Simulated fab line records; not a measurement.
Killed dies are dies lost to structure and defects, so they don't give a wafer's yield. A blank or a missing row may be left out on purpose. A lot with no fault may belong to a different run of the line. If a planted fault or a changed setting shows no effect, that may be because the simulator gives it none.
fab line records	flow n5-finfet
record lots=24	wafers=72	last-day=19
route steps=1938 shown BEOL_M12@1602 BEOL_M15@1808 MIM_TOP@1836
lots that met no fault: taken from a fault-free run of the same line
start-h: hours from the record's opening day to when the first of the lot's shown wafers began	wait-h: hours from the lot's prior step to this one	" unchanged from the row above	L1.1+2: a row that stands for several wafers	- value missing, or start not given	* or withheld: withheld	< > ~ a bound
route shown NAME@n: names a module that has steps shown in the file, with the first one's number in the route	usual: mean/standard deviation of fault-free wafers	same: alike in all rows	chamber/n: place in a boat	sites: per-site readings	_std_site: how widely they spread, as a standard deviation	_edge_site: inner sites' mean taken away from outer sites' mean	radius-mm: for every site, how far away it sits from the centre of the wafer	mask NAME#n: copy n	behind: tool/chamber where the wafer was last shaped	hold: cause of the lot's hold/its duration in hours/its outcome	device: which transistor (n, p or np) failed to switch	end of line: the tests these same wafers got at the end of their route	for a step that has no rows: nothing shown but its recipe	killed: dies that structure and defects cost at the first sort, which is not the same as the wafer's yield	map: the dies of a wafer, with x for killed, . for not killed, _ for no die there
set.NAME: the run value of the setting; set.NAME@STEP: its run value at that earlier step	model.NAME: the simulator's own value behind a step, which no gauge read
a sample of lots followed through the steps of the route, with each step as a table and each wafer as a row
services: the hour from which a tool's chamber was out of use, counted from the record's first day as start-h (under 0 if before that day), plus the number of hours and why
## steps
# step N5_BEOL_M12_ILD_DEP_00
# recipe material=SiOC	target-thk-a=6589.2	temp-c=350	precursor=DEMS/O2	pressure-torr=5	rf-w=500	time-s=130.7
# usual heater-power-w=489/48	showerhead-plenum-p-Torr=5.693/0.015	throttle-valve-pct=11.7/0.54
lot.wafer	tool	chamber	start-h	wait-h	heater-power-w	showerhead-plenum-p-Torr	throttle-valve-pct
L074.1	pecvd-03	1	256.98	0.0	501	5.712	11.9
L074.4	"	1	"	"	518	5.710	12.2
L074.6	"	0	"	"	487	5.684	12.0
L075.1	pecvd-03	0	257.21	0.0	513	5.687	12.1
L075.2	"	2	"	"	467	5.700	11.2
L075.6	"	0	"	"	546	5.674	12.4
L078.2	pecvd-03	0	305.35	0.0	532	5.684	12.3
L078.3	"	2	"	"	428	5.694	11.3
L078.6	"	2	"	"	453	5.715	11.2
L077.4	pecvd-01	1	311.44	0.1	587	5.685	10.7
L077.5	"	0	"	"	480	5.692	11.9
L077.6	"	2	"	"	408	5.691	12.0
L080.2	pecvd-03	0	328.68	0.0	493	5.682	12.2
L080.4	"	2	"	"	386	5.706	11.1
L080.5	"	1	"	"	541	5.699	12.1
L079.1	pecvd-03	0	329.73	0.0	540	5.671	12.0
L079.4	"	0	"	"	423	5.685	12.2
L079.6	"	1	"	"	431	5.715	11.9
L081.1	pecvd-01	0	338.74	0.0	471	5.686	12.2
L081.2	"	2	"	"	475	5.691	11.9
L081.6	"	2	"	"	384	5.701	11.8
L082.1	pecvd-03	0	347.22	0.0	470	5.683	12.3
L082.3	"	1	"	"	457	5.696	12.1
L082.4	"	0	"	"	493	5.663	12.5
L083.2	pecvd-02	1	356.09	0.0	481	5.709	13.2
L083.3	"	0	"	"	436	5.665	12.1
L083.6	"	0	"	"	455	5.680	11.8
L085.1	pecvd-01	1	366.24	0.0	609	5.701	10.9
L085.4	"	0	"	"	459	5.689	12.3
L085.6	"	2	"	"	468	5.690	11.4
L084.1	pecvd-01	0	368.42	0.0	519	5.678	11.9
L084.3	"	2	"	"	405	5.698	11.9
L084.4	"	2	"	"	430	5.684	11.9
L087.1	pecvd-03	1	368.63	0.0	528	5.689	11.8
L087.2	"	0	"	"	473	5.702	12.3
L087.5	"	2	"	"	391	5.709	11.2
L086.2	pecvd-02	2	370.74	0.0	529	5.705	11.7
L086.4	"	0	"	"	510	5.669	12.1
L086.5	"	1	"	"	519	5.710	12.9
L089.2	pecvd-01	0	377.29	0.0	449	5.675	12.0
L089.3	"	1	"	"	494	5.689	10.9
L089.5	"	2	"	"	474	5.684	11.8
L076.3	pecvd-01	0	377.93	0.0	480	5.680	12.0
L076.4	"	2	"	"	473	5.691	11.7
L076.6	"	0	"	"	512	5.688	12.0
L090.2	pecvd-01	0	386.71	0.0	500	5.686	11.9
L090.4	"	2	"	"	465	5.693	11.9
L090.6	"	1	"	"	584	5.704	10.8
L091.2	pecvd-03	2	402.88	0.0	450	5.706	11.4
L091.5	"	1	"	"	536	5.714	12.4
L091.6	"	0	"	"	514	5.689	12.3
L088.2	pecvd-01	0	405.88	0.0	512	5.673	12.0
L088.3	"	1	"	"	519	5.679	10.8
L088.6	"	0	"	"	525	5.684	11.8
L092.1	pecvd-02	0	406.43	0.0	514	5.657	11.7
L092.2	"	2	"	"	554	5.697	11.9
L092.4	"	2	"	"	436	5.710	11.9
L095.2	pecvd-03	0	411.41	0.0	483	5.701	12.0
L095.5	"	1	"	"	434	5.695	12.3
L095.6	"	0	"	"	499	5.681	12.2
L093.2	pecvd-02	1	412.98	0.0	513	5.710	11.0
L093.4	"	2	"	"	513	5.712	11.9
L093.6	"	0	"	"	486	5.675	11.9
L096.2	pecvd-02	2	413.33	0.0	506	5.714	12.0
L096.5	"	2	"	"	538	5.724	11.8
L096.6	"	1	"	"	488	5.714	10.8
L094.1	pecvd-03	1	414.88	0.0	489	5.698	11.6
L094.3	"	0	"	"	452	5.685	12.4
L094.4	"	1	"	"	517	5.695	12.0
L097.1	pecvd-01	2	419.04	0.0	433	5.670	12.0
L097.5	"	1	"	"	601	5.702	10.6
L097.6	"	0	"	"	518	5.675	11.9
# step N5_BEOL_M12_OVL_MEAS_11
# recipe points-per-wafer=44
# usual V11_OVL=-4/6.5
lot.wafer	tool	chamber	start-h	wait-h	V11_OVL[nm]
L074.1	overlay-01	0	257.44	0.0	6
L074.4	"	0	"	"	-2
L074.6	"	0	"	"	-8
L075.1	overlay-01	0	257.68	0.0	2
L075.2	"	0	"	"	-2
L075.6	"	0	"	"	-1
L078.2	overlay-01	0	306.01	0.0	0
L078.3	"	0	"	"	-4
L078.6	"	0	"	"	6
L077.4	overlay-01	0	311.98	0.0	-8
L077.5	"	0	"	"	-14
L077.6	"	0	"	"	-6
L080.2	overlay-01	0	329.27	0.0	-2
L080.4	"	0	"	"	4
L080.5	"	0	"	"	1
L079.1	overlay-02	0	330.19	0.0	11
L079.4	"	0	"	"	11
L079.6	"	0	"	"	5
L081.1	overlay-01	0	339.20	0.0	-2
L081.2	"	0	"	"	2
L081.6	"	0	"	"	-4
L082.1	overlay-02	0	347.68	0.0	7
L082.3	"	0	"	"	3
L082.4	"	0	"	"	5
L083.2	overlay-02	0	356.68	0.0	-13
L083.3	"	0	"	"	-10
L083.6	"	0	"	"	-8
L085.1	overlay-02	0	366.70	0.0	-10
L085.4	"	0	"	"	4
L085.6	"	0	"	"	1
L084.1	overlay-02	0	369.01	0.0	-1
L084.3	"	0	"	"	0
L084.4	"	0	"	"	1
L087.1	overlay-01	0	369.22	0.0	-6
L087.2	"	0	"	"	-15
L087.5	"	0	"	"	-5
L086.2	overlay-02	0	371.20	0.0	-6
L086.4	"	0	"	"	-8
L086.5	"	0	"	"	-9
L089.2	overlay-02	0	377.75	0.0	-8
L089.3	"	0	"	"	-14
L089.5	"	0	"	"	-10
L076.3	overlay-01	0	378.40	0.0	1
L076.4	"	0	"	"	-6
L076.6	"	0	"	"	-6
L090.2	overlay-01	0	387.18	0.0	-10
L090.4	"	0	"	"	-6
L090.6	"	0	"	"	-15
L091.2	overlay-01	0	403.47	0.0	-4
L091.5	"	0	"	"	0
L091.6	"	0	"	"	-6
L088.2	overlay-02	0	406.48	0.0	-9
L088.3	"	0	"	"	-8
L088.6	"	0	"	"	-11
L092.1	overlay-01	0	406.95	0.0	-4
L092.2	"	0	"	"	0
L092.4	"	0	"	"	-6
L095.2	overlay-01	0	411.88	0.0	-10
L095.5	"	0	"	"	-13
L095.6	"	0	"	"	-8
L093.2	overlay-02	0	413.57	0.0	4
L093.4	"	0	"	"	4
L093.6	"	0	"	"	6
L096.2	overlay-02	0	413.79	0.0	5
L096.5	"	0	"	"	5
L096.6	"	0	"	"	0
L094.1	overlay-01	0	415.47	0.0	-6
L094.3	"	0	"	"	-4
L094.4	"	0	"	"	-7
L097.1	overlay-01	0	419.50	0.0	-6
L097.5	"	0	"	"	-4
L097.6	"	0	"	"	-5
# step N5_BEOL_M15_ETCH_61
# recipe chemistry=N2/H2	target=BARC	target-depth-a=890	overetch-a=267	time-s=67.9	ion-energy-ev=200	pressure-mtorr=30	source-w=840	bias-w=150	n2-flow-sccm=200	h2-flow-sccm=200
# usual drypump-motor-current-A=5.6/0.38	oes-product-au=0.71/0.081	rf-vpp-V=523.7/2.9	showerhead-plenum-p-Torr=2.54/0.098	throttle-valve-pct=17.77/0.24
lot.wafer	tool	chamber	start-h	wait-h	drypump-motor-current-A	oes-product-au	rf-hours-counter-h	rf-vpp-V	showerhead-plenum-p-Torr	throttle-valve-pct
L074.1	rie-diel-06	0	272.22	0.0	4.9	0.72	49	521.8	2.48	17.63
L074.4	"	2	"	"	5.2	0.60	232	526.1	2.63	18.06
L074.6	"	0	"	"	4.9	0.73	-	523.1	2.48	17.64
L075.1	rie-diel-04	3	273.39	0.0	5.7	0.57	252	522.6	2.50	18.15
L075.2	"	2	"	"	5.3	0.62	186	526.5	2.65	18.17
L075.6	"	2	"	"	5.3	0.62	-	527.0	2.65	18.16
L078.2	rie-diel-04	0	324.62	0.0	5.8	0.74	60	522.8	2.49	17.67
L078.3	"	2	"	"	5.2	0.61	207	526.0	2.64	18.19
L078.6	"	1	"	"	6.3	0.78	-	528.2	2.72	17.81
L077.4	rie-diel-04	2	329.92	0.0	5.2	0.61	210	526.1	2.64	18.19
L077.5	"	3	"	"	5.7	0.84	-	522.1	2.50	17.70
L077.6	"	0	"	"	5.8	0.74	-	523.3	2.48	17.67
L080.2	rie-diel-04	1	351.84	0.0	6.3	0.75	24	529.0	2.71	17.81
L080.4	"	3	"	"	5.6	0.81	7	522.3	2.49	17.69
L080.5	"	0	"	"	5.8	0.72	-	520.9	2.48	17.70
L079.1	rie-diel-06	0	351.87	0.0	4.9	0.69	78	521.0	2.47	17.70
L079.4	"	3	"	"	5.4	0.60	-	519.9	2.41	18.26
L079.6	"	2	"	"	5.2	0.83	-	526.7	2.62	17.67
L081.1	rie-diel-04	1	365.17	0.0	6.3	0.77	29	527.9	2.71	17.81
L081.2	"	0	"	"	5.8	0.72	74	521.6	2.48	17.69
L081.6	"	3	"	"	5.7	0.79	-	522.4	2.49	17.71
L082.1	rie-diel-02	0	370.27	0.0	5.4	0.77	31	524.2	2.58	17.72
L082.3	"	1	"	"	6.1	0.60	214	520.4	2.42	17.74
L082.4	"	2	"	"	5.5	0.82	-	523.1	2.50	17.47
L083.2	rie-diel-02	1	379.46	0.0	6.0	0.60	218	521.0	2.42	17.74
L083.3	"	0	"	"	5.4	0.75	35	525.2	2.58	17.75
L083.6	"	1	"	"	6.0	0.60	-	520.3	2.42	17.75
L085.1	rie-diel-06	2	385.76	0.0	5.2	0.79	12	526.4	2.61	17.70
L085.4	"	0	"	"	4.9	0.68	87	521.6	2.47	17.70
L085.6	"	1	"	"	5.7	0.80	-	529.4	2.70	17.30
L084.1	rie-diel-04	2	388.34	0.0	5.3	0.59	230	525.5	2.63	18.25
L084.3	"	0	"	"	5.8	0.71	83	522.4	2.48	17.72
L084.4	"	3	"	"	5.6	0.78	21	521.8	2.49	17.74
L087.1	rie-diel-06	2	390.00	0.0	5.2	0.80	13	524.5	2.61	17.68
L087.2	"	3	"	"	5.4	0.59	236	519.1	2.40	18.25
L087.5	"	0	"	"	4.9	0.68	-	521.3	2.47	17.71
L086.2	rie-diel-02	0	392.88	0.0	5.4	0.75	41	524.6	2.57	17.75
L086.4	"	3	"	"	5.7	0.84	4	521.5	2.49	17.85
L086.5	"	3	"	"	5.7	0.84	-	524.0	2.49	17.83
L089.2	rie-diel-04	0	394.14	0.0	5.8	0.70	85	522.8	2.48	17.72
L089.3	"	2	"	"	5.2	0.60	233	526.2	2.63	18.24
L089.5	"	1	"	"	6.3	0.73	-	530.2	2.70	17.83
L076.3	rie-diel-02	1	398.30	0.0	6.0	0.59	225	519.2	2.41	17.75
L076.4	"	2	"	"	5.5	0.80	21	522.5	2.50	17.50
L076.6	"	1	"	"	6.0	0.59	-	520.1	2.41	17.77
L090.2	rie-diel-04	3	405.40	0.0	5.7	0.76	26	521.3	2.49	17.75
L090.4	"	2	"	"	5.3	0.59	235	525.3	2.63	18.26
L090.6	"	3	"	"	5.7	0.76	-	521.8	2.49	17.75
L091.2	rie-diel-04	3	422.35	0.0	5.6	0.77	32	523.2	2.48	17.74
L091.5	"	1	"	"	6.3	0.72	-	528.6	2.70	17.86
L091.6	"	2	"	"	5.2	0.59	-	526.4	2.63	18.26
L088.2	rie-diel-04	2	428.81	0.0	5.3	0.58	244	526.2	2.63	18.26
L088.3	"	3	"	"	5.7	0.75	34	521.6	2.48	17.76
L088.6	"	0	"	"	5.8	0.70	-	521.8	2.47	17.73
L092.1	rie-diel-02	0	429.34	0.0	5.5	0.73	52	525.3	2.57	17.76
L092.2	"	3	"	"	5.7	0.81	15	523.6	2.49	17.86
L092.4	"	2	"	"	5.5	0.78	29	522.2	2.49	17.52
L095.2	rie-diel-06	0	429.96	0.0	4.9	0.67	104	520.7	2.46	17.75
L095.5	"	0	"	"	4.9	0.67	-	523.3	2.46	17.74
L095.6	"	2	"	"	5.2	0.76	-	525.6	2.61	17.71
L093.2	rie-diel-02	2	436.47	0.0	5.5	0.78	32	521.5	2.49	17.53
L093.4	"	1	"	"	6.1	0.59	236	519.0	2.41	17.77
L093.6	"	2	"	"	5.5	0.78	-	523.3	2.49	17.52
L096.2	rie-diel-06	2	437.17	0.0	5.2	0.75	32	524.6	2.61	17.72
L096.5	"	2	"	"	5.2	0.76	-	525.3	2.61	17.71
L096.6	"	0	"	"	4.9	0.67	-	520.8	2.46	17.75
L094.1	rie-diel-06	2	441.03	0.0	5.2	0.75	34	525.3	2.61	17.71
L094.3	"	0	"	"	5.0	0.67	109	521.3	2.46	17.75
L094.4	"	2	"	"	5.3	0.76	-	524.8	2.60	17.72
L097.1	rie-diel-02	2	443.63	0.0	5.5	0.77	35	522.0	2.49	17.53
L097.5	"	1	"	"	6.1	0.59	-	519.2	2.41	17.78
L097.6	"	2	"	"	5.5	0.77	-	522.6	2.49	17.52
# step N5_BEOL_M15_TRENCH_ETCH_34
# recipe chemistry=C4F8/O2/Ar	target=SiO2	target-depth-a=8729.3	he-inner-torr=15	he-outer-torr=30	time-s=199	ion-energy-ev=800	pressure-mtorr=20	source-w=1905	bias-w=2040	Ar_flow_sccm=400	C4F8_flow_sccm=16	O2_flow_sccm=12
# usual drypump-motor-current-A=5.6/0.37	oes_o_777_au=0.84/0.098	oes-product-au=0.84/0.11	rf-vpp-V=2229/42	showerhead-plenum-p-Torr=3.44/0.14	throttle-valve-pct=30.81/0.2
lot.wafer	tool	chamber	start-h	wait-h	drypump-motor-current-A	oes_o_777_au	oes-product-au	rf-hours-counter-h	rf-vpp-V	showerhead-plenum-p-Torr	throttle-valve-pct
L074.1	rie-diel-06	0	272.27	0.0	4.9	0.84	0.84	49	2257	3.36	30.67
L074.4	"	2	"	"	5.2	0.71	0.69	232	2263	3.53	30.85
L074.6	"	0	"	"	4.9	0.85	0.83	-	2257	3.36	30.69
L075.1	rie-diel-04	3	273.44	0.0	5.6	0.69	0.67	252	2186	3.36	30.89
L075.2	"	2	"	"	5.2	0.73	0.71	186	2262	3.57	31.06
L075.6	"	2	"	"	5.2	0.74	0.70	-	2263	3.57	31.04
L078.2	rie-diel-04	0	324.67	0.0	5.8	0.88	0.86	60	2165	3.37	30.80
L078.3	"	2	"	"	5.3	0.71	0.69	208	2260	3.56	31.07
L078.6	"	1	"	"	6.3	0.92	0.93	-	2212	3.68	31.00
L077.4	rie-diel-04	2	329.98	0.0	5.2	0.72	0.69	210	2261	3.56	31.06
L077.5	"	3	"	"	5.6	1.01	0.99	-	2184	3.35	30.58
L077.6	"	0	"	"	5.8	0.89	0.86	-	2163	3.37	30.81
L080.2	rie-diel-04	1	351.89	0.0	6.3	0.90	0.91	24	2212	3.67	31.04
L080.4	"	3	"	"	5.7	0.97	0.95	7	2184	3.35	30.57
L080.5	"	0	"	"	5.8	0.87	0.85	-	2163	3.36	30.82
L079.1	rie-diel-06	0	351.92	0.0	5.0	0.81	0.80	78	2258	3.34	30.71
L079.4	"	3	"	"	5.4	0.72	0.71	-	2236	3.27	31.32
L079.6	"	2	"	"	5.2	0.98	1.00	-	2261	3.52	30.69
L081.1	rie-diel-04	1	365.23	0.0	6.2	0.90	0.91	29	2212	3.67	31.04
L081.2	"	0	"	"	5.8	0.87	0.84	74	2162	3.36	30.82
L081.6	"	3	"	"	5.7	0.96	0.94	-	2184	3.34	30.58
L082.1	rie-diel-02	0	370.33	0.0	5.4	0.86	0.90	31	2246	3.49	30.82
L082.3	"	1	"	"	6.1	0.68	0.69	214	2219	3.26	30.54
L082.4	"	2	"	"	5.5	0.94	0.96	-	2295	3.39	30.64
L083.2	rie-diel-02	1	379.51	0.0	6.0	0.68	0.68	218	2221	3.26	30.52
L083.3	"	0	"	"	5.4	0.85	0.89	36	2245	3.49	30.82
L083.6	"	1	"	"	6.0	0.68	0.69	-	2219	3.26	30.55
L085.1	rie-diel-06	2	385.81	0.0	5.2	0.95	0.96	12	2260	3.51	30.71
L085.4	"	0	"	"	4.9	0.80	0.79	87	2256	3.34	30.70
L085.6	"	1	"	"	5.7	0.96	0.97	-	2265	3.68	30.77
L084.1	rie-diel-04	2	388.40	0.0	5.3	0.70	0.68	230	2259	3.55	31.11
L084.3	"	0	"	"	5.8	0.86	0.83	83	2162	3.36	30.82
L084.4	"	3	"	"	5.7	0.94	0.93	21	2184	3.34	30.59
L087.1	rie-diel-06	2	390.05	0.0	5.2	0.94	0.95	13	2260	3.51	30.71
L087.2	"	3	"	"	5.4	0.71	0.70	236	2235	3.27	31.33
L087.5	"	0	"	"	4.9	0.80	0.79	-	2256	3.34	30.72
L086.2	rie-diel-02	0	392.94	0.0	5.4	0.85	0.88	41	2245	3.49	30.82
L086.4	"	3	"	"	5.7	1.01	1.00	4	2155	3.35	30.75
L086.5	"	3	"	"	5.7	1.00	0.99	-	2154	3.35	30.77
L089.2	rie-diel-04	0	394.19	0.0	5.7	0.86	0.83	85	2164	3.35	30.83
L089.3	"	2	"	"	5.3	0.70	0.67	233	2258	3.55	31.11
L089.5	"	1	"	"	6.3	0.87	0.89	-	2212	3.66	31.06
L076.3	rie-diel-02	1	398.35	0.0	6.0	0.68	0.68	225	2219	3.26	30.54
L076.4	"	2	"	"	5.5	0.90	0.93	21	2294	3.38	30.64
L076.6	"	1	"	"	6.0	0.68	0.67	-	2218	3.26	30.54
L090.2	rie-diel-04	3	405.45	0.0	5.6	0.93	0.91	26	2183	3.34	30.59
L090.4	"	2	"	"	5.2	0.70	0.67	236	2259	3.55	31.09
L090.6	"	3	"	"	5.6	0.93	0.91	-	2183	3.34	30.60
L091.2	rie-diel-04	3	422.41	0.0	5.7	0.92	0.90	32	2183	3.34	30.61
L091.5	"	1	"	"	6.3	0.86	0.87	-	2209	3.66	31.05
L091.6	"	2	"	"	5.3	0.70	0.67	-	2260	3.54	31.10
L088.2	rie-diel-04	2	428.86	0.0	5.2	0.70	0.67	244	2259	3.54	31.10
L088.3	"	3	"	"	5.7	0.91	0.89	34	2182	3.33	30.62
L088.6	"	0	"	"	5.8	0.84	0.81	-	2162	3.35	30.83
L092.1	rie-diel-02	0	429.39	0.0	5.4	0.83	0.86	52	2243	3.48	30.84
L092.2	"	3	"	"	5.7	0.97	0.97	15	2153	3.35	30.78
L092.4	"	2	"	"	5.5	0.89	0.92	29	2293	3.38	30.63
L095.2	rie-diel-06	0	430.01	0.0	4.9	0.77	0.77	104	2255	3.33	30.71
L095.5	"	0	"	"	4.9	0.78	0.76	-	2255	3.33	30.70
L095.6	"	2	"	"	5.2	0.91	0.90	-	2259	3.51	30.70
L093.2	rie-diel-02	2	436.52	0.0	5.5	0.89	0.91	32	2292	3.37	30.66
L093.4	"	1	"	"	6.0	0.66	0.67	236	2220	3.25	30.54
L093.6	"	2	"	"	5.5	0.88	0.90	-	2294	3.37	30.65
L096.2	rie-diel-06	2	437.22	0.0	5.2	0.90	0.91	32	2258	3.50	30.73
L096.5	"	2	"	"	5.2	0.90	0.91	-	2259	3.50	30.71
L096.6	"	0	"	"	4.9	0.78	0.77	-	2255	3.33	30.71
L094.1	rie-diel-06	2	441.08	0.0	5.3	0.90	0.89	34	2260	3.50	30.72
L094.3	"	0	"	"	4.9	0.78	0.76	109	2253	3.33	30.71
L094.4	"	2	"	"	5.2	0.90	0.89	-	2258	3.50	30.70
L097.1	rie-diel-02	2	443.68	0.0	5.5	0.87	0.91	35	2293	3.37	30.65
L097.5	"	1	"	"	6.0	0.67	0.67	-	2219	3.25	30.55
L097.6	"	2	"	"	5.5	0.88	0.91	-	2293	3.37	30.66
# step N5_MIM_TOP_ALD_02
# recipe material=Al2O3	target-thk-a=*	temp-c=withheld	ald-precursor-family=TMA	ald-co-reactant=O3	pulse-time-s=withheld	purge-time-s=3	co-reactant-purge-time-s=withheld	co-reactant-pulse-time-s=3	ald-cycles=withheld
# usual precursor-pulse-height-rel=1.001/0.02
lot.wafer	tool	chamber	start-h	wait-h	precursor-pulse-height-rel
L074.1	ald-hk-03	0	-	-	0.976
L074.4	"	2	"	"	1.022
L074.6	"	0	"	"	0.990
L075.1	ald-hk-01	0	-	-	1.017
L075.2	"	1	"	"	0.996
L075.6	"	2	"	"	1.005
L078.2	ald-hk-01	2	-	-	1.032
L078.3	"	1	"	"	1.009
L078.6	"	2	"	"	0.991
L077.4	ald-hk-02	3	-	-	1.007
L077.5	"	3	"	"	1.035
L077.6	"	2	"	"	0.996
L080.2	ald-hk-03	0	-	-	0.975
L080.4	"	2	"	"	0.981
L080.5	"	0	"	"	0.965
L079.1	ald-hk-01	2	-	-	1.014
L079.4	"	0	"	"	1.003
L079.6	"	1	"	"	0.998
L081.1	ald-hk-02	2	-	-	0.978
L081.2	"	3	"	"	0.992
L081.6	"	1	"	"	1.003
L082.1	ald-hk-03	1	-	-	0.982
L082.3	"	2	"	"	1.031
L082.4	"	0	"	"	1.039
L083.2	ald-hk-01	0	-	-	0.997
L083.3	"	2	"	"	0.992
L083.6	"	0	"	"	1.001
L085.1	ald-hk-01	3	-	-	0.992
L085.4	"	1	"	"	1.010
L085.6	"	1	"	"	1.022
L084.1	ald-hk-02	0	-	-	1.000
L084.3	"	1	"	"	0.986
L084.4	"	3	"	"	1.010
L087.1	ald-hk-02	0	-	-	0.980
L087.2	"	2	"	"	1.039
L087.5	"	2	"	"	1.036
L086.2	ald-hk-03	3	-	-	1.005
L086.4	"	0	"	"	0.993
L086.5	"	2	"	"	1.016
L089.2	ald-hk-03	1	-	-	0.985
L089.3	"	3	"	"	0.989
L089.5	"	3	"	"	1.039
L076.3	ald-hk-02	1	-	-	0.973
L076.4	"	0	"	"	1.020
L076.6	"	1	"	"	0.964
L090.2	ald-hk-02	1	-	-	1.013
L090.4	"	2	"	"	1.027
L090.6	"	1	"	"	0.998
L091.2	ald-hk-01	3	-	-	0.994
L091.5	"	0	"	"	0.994
L091.6	"	1	"	"	1.008
L088.2	ald-hk-01	3	-	-	1.003
L088.3	"	0	"	"	0.989
L088.6	"	3	"	"	1.002
L093.2	ald-hk-03	2	-	-	1.028
L093.4	"	0	"	"	0.962
L093.6	"	3	"	"	0.982
L092.1	ald-hk-01	1	-	-	0.973
L092.2	"	0	"	"	0.996
L092.4	"	3	"	"	0.969
L095.2	ald-hk-01	3	-	-	1.026
L095.5	"	2	"	"	0.991
L095.6	"	1	"	"	1.021
L096.2	ald-hk-02	2	-	-	0.991
L096.5	"	2	"	"	0.970
L096.6	"	1	"	"	1.000
L094.1	ald-hk-03	0	-	-	0.985
L094.3	"	3	"	"	1.010
L094.4	"	2	"	"	0.987
L097.1	ald-hk-01	2	-	-	1.037
L097.5	"	2	"	"	1.030
L097.6	"	1	"	"	1.012
# step N5_MIM_TOP_SPUTTER_03
# recipe material=TiN	target-thk-a=350	temp-c=200	power-w=3000	chamber-pressure-pa=0.49996	gas=Ar	reactive-partial-pa=0.37997	time-s=89.7
# usual throttle-valve-pct=30.2/0.77
lot.wafer	tool	chamber	start-h	wait-h	throttle-valve-pct
L074.1	pvd-sputter-02	-	281.63	0.0	30.7
L074.4	"	-	"	"	29.4
L074.6	"	-	"	"	29.3
L075.1	pvd-sputter-02	-	281.75	0.0	31.0
L075.2	"	-	"	"	30.4
L075.6	"	-	"	"	30.9
L078.2	pvd-sputter-03	-	330.42	0.0	30.0
L078.3	"	-	"	"	31.3
L078.6	"	-	"	"	29.8
L077.4	pvd-sputter-03	-	335.45	0.0	30.9
L077.5	"	-	"	"	31.1
L077.6	"	-	"	"	30.2
L080.2	pvd-sputter-02	-	361.13	0.0	30.3
L080.4	"	-	"	"	29.1
L080.5	"	-	"	"	31.3
L079.1	pvd-sputter-02	-	361.99	0.0	30.3
L079.4	"	-	"	"	30.7
L079.6	"	-	"	"	28.9
L081.1	pvd-sputter-03	-	370.99	0.0	29.7
L081.2	"	-	"	"	30.9
L081.6	"	-	"	"	29.8
L082.1	pvd-sputter-03	-	383.97	0.0	29.6
L082.3	"	-	"	"	29.8
L082.4	"	-	"	"	30.3
L083.2	pvd-sputter-02	-	386.28	0.0	29.1
L083.3	"	-	"	"	30.3
L083.6	"	-	"	"	29.2
L085.1	pvd-sputter-01	-	394.20	0.0	29.6
L085.4	"	-	"	"	28.9
L085.6	"	-	"	"	29.1
L084.1	pvd-sputter-02	-	394.72	0.0	31.1
L084.3	"	-	"	"	30.4
L084.4	"	-	"	"	29.1
L087.1	pvd-sputter-03	-	400.77	0.0	31.0
L087.2	"	-	"	"	29.7
L087.5	"	-	"	"	29.6
L086.2	pvd-sputter-02	-	401.30	0.0	31.5
L086.4	"	-	"	"	29.0
L086.5	"	-	"	"	30.6
L089.2	pvd-sputter-01	-	404.35	0.0	31.0
L089.3	"	-	"	"	31.3
L089.5	"	-	"	"	31.1
L076.3	pvd-sputter-03	-	405.35	0.0	29.6
L076.4	"	-	"	"	31.0
L076.6	"	-	"	"	29.3
L090.2	pvd-sputter-01	-	411.98	0.0	31.1
L090.4	"	-	"	"	31.1
L090.6	"	-	"	"	29.3
L091.2	pvd-sputter-03	-	431.19	0.0	29.6
L091.5	"	-	"	"	30.2
L091.6	"	-	"	"	29.9
L088.2	pvd-sputter-01	-	438.31	0.0	29.2
L088.3	"	-	"	"	30.6
L088.6	"	-	"	"	31.2
L093.2	pvd-sputter-03	-	445.84	0.0	29.1
L093.4	"	-	"	"	29.5
L093.6	"	-	"	"	31.0
L092.1	pvd-sputter-03	-	445.96	0.0	29.6
L092.2	"	-	"	"	29.3
L092.4	"	-	"	"	30.1
L095.2	pvd-sputter-01	-	446.55	0.0	31.0
L095.5	"	-	"	"	31.0
L095.6	"	-	"	"	31.1
L096.2	pvd-sputter-01	-	446.71	0.0	31.2
L096.5	"	-	"	"	31.1
L096.6	"	-	"	"	29.2
L094.1	pvd-sputter-02	-	446.87	0.0	30.9
L094.3	"	-	"	"	30.3
L094.4	"	-	"	"	29.3
L097.1	pvd-sputter-01	-	451.99	0.0	29.3
L097.5	"	-	"	"	29.2
L097.6	"	-	"	"	31.0
## services
tool	chamber	start-h	hours	kind
ald-hk-03	-	233.82	1.0	repair
rie-diel-04	3	236.60	5.9	repair
pvd-sputter-01	-	237.91	1.1	repair
rie-diel-02	-	257.06	72.1	repair
rie-diel-04	1	265.95	-	clean
pecvd-01	1	274.17	12.3	repair
pecvd-01	-	275.27	0.9	repair
pecvd-03	-	286.12	14.6	pm
rie-diel-04	3	294.15	6.5	repair
pecvd-02	-	298.59	3.4	repair
ald-hk-02	-	316.06	0.8	repair
ald-hk-01	-	318.38	8.7	pm
pecvd-02	-	326.95	0.6	repair
ald-hk-03	-	327.97	2.6	repair
rie-diel-02	-	329.20	14.6	pm
rie-diel-06	3	331.95	2.6	repair
pecvd-02	-	335.57	2.8	pm
rie-diel-04	-	336.59	4.8	repair
rie-diel-06	-	338.02	0.6	repair
rie-diel-06	0	347.58	3.7	repair
rie-diel-06	-	354.64	4.3	pm
pecvd-02	-	415.73	1.4	repair
pecvd-01	1	420.08	4.5	repair
pvd-sputter-01	-	430.44	0.9	repair
## key
fault none
